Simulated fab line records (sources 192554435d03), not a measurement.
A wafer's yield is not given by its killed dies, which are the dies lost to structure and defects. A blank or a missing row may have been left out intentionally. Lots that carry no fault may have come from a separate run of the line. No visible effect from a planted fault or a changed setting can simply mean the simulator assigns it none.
Comparing a struck lot with a sound one / flow n5 finfet / 15 steps out of a route of 1938
Sound: the wafers L949.1, L949.2, L949.5. Struck: wafer L958.6. (L958.5 of the same lot was not struck and is left out.) The cause comes at the end.
Order at every step that has rows: each side's tool, ch and its chambers, its first start. Under that, the readings that differ: sound wafers / struck wafers / difference of the means / sigmas: that difference in standard deviations of wafers without a fault.
alike: readings whose means differ by less than 2 such deviations, and words and numbers that are the same on both sides. not compared: withheld readings, readings that some wafer has no value for, bounds like >300 that may hide the same value, and numbers for which the record gives no deviation and whose values overlap.
A row with sigmas, a row that says differs or no value, or rows on one side alone: a step with any of these is where the two part. When numbers do not overlap yet have no deviation, they are printed without sigmas and do not part them. A reading that every wafer of one side lacks parts them only if that side has two wafers or more.

first, 2 steps without rows for these wafers: N5_BEOL_M11_CURE_72 (cures SiCOH lowk, time 120 s); N5_BEOL_M11_DEGAS_44 (time 60 s).
N5_BEOL_M11_PRE_CLEAN_45: time 30 s.
  sound: pvd sputter-03 at day 11 16:50; struck: pvd sputter-01 at day 13 17:49
  alike: heater power w, susceptor temp C
then, 1 step without rows for these wafers: N5_BEOL_M11_ALD_74 (deposits TaN, target thk 2 nm, pulse time 2 s, purge time 3 s).
N5_BEOL_M11_SURFACE_TREAT_76:
  sound: pvd sputter-02 at day 11 17:16; struck: pvd sputter-03 at day 13 18:10
  not compared: pressure mtorr, throttle valve pct
then, 1 step without rows for these wafers: N5_BEOL_M11_CVD_75 (deposits Co from CCTBA/H2, target thk 2 nm, time 138.9 s).
N5_BEOL_M11_SPUTTER_48: material Cu, target thk 12 nm, time 2 s.
  sound: pvd sputter-02 at day 11 17:38; struck: pvd sputter-03 at day 13 18:23
  alike: susceptor temp C, throttle valve pct
then, 1 step without rows for these wafers: N5_BEOL_M11_ECD_50 (material Cu, target thk 318 nm).
N5_BEOL_M11_ANNEAL_51: time 90 s.
  sound on rtp anneal-02 ch 0, day 11 18:18; struck on rtp anneal-01 ch 0, day 13 18:45
  alike: anneal temp c, wafer_temp_C_max
N5_BEOL_M11_CMP_52: polishes, stops on SiCOH lowk, t overpolish 7 s, target thk 140 nm.
  sound on cmp-02 ch 0,1,3, day 11 18:37; struck on cmp-01 ch 0, day 13 19:01
  alike: barrier field endpoint s, motor current A, overpolish run s, time to endpoint s
N5_BEOL_M11_THK_MEAS_53: measures by xrf.
  sound: film metro-02 at day 11 18:54; struck: film metro-02 at day 13 19:10
  alike: M11_THK
then, 1 step without rows for these wafers: N5_BEOL_M11_PRE_CLEAN_55 (time 15 s).
N5_BEOL_M11_DEP_56: deposits SiCN from 3MS/NH3, target thk 30 nm, time 10.5 s.
  sound on pecvd-02 ch 1,2, day 11 18:58; struck on pecvd-01 ch 0, day 13 19:14
reading=showerhead plenum p Torr (Torr); sound=4.173 4.161 4.172; struck=4.127; difference=-0.042; sigmas=-3
reading=throttle valve pct (%); sound=16.4 18.2 18.1; struck=20.4; difference=+2.8; sigmas=+2
reading=model.SiCN_of_BEOL_M11_DEP_56.thk nm (nm); sound=30.6 29.4 30; struck=24.8; difference=-5.2; sigmas=
N5_BEOL_M11_RS_MEAS_57: measures by four-point-probe.
  sound: film metro-01 at day 11 19:02; struck: film metro-02 at day 13 19:17
  alike: M11_RS
N5_PASSIVATION_PROBE_49:
  the record has rows for the struck wafers here (prober-02, day 15 12:17) and none for the sound ones

## WHERE THEY PART
First at N5_BEOL_M11_DEP_56; last, within this record, at N5_PASSIVATION_PROBE_49.

WHY: what the simulator had put in
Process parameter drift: pecvd-01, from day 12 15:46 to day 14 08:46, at N5_BEOL_M11_DEP_56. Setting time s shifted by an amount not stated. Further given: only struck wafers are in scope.
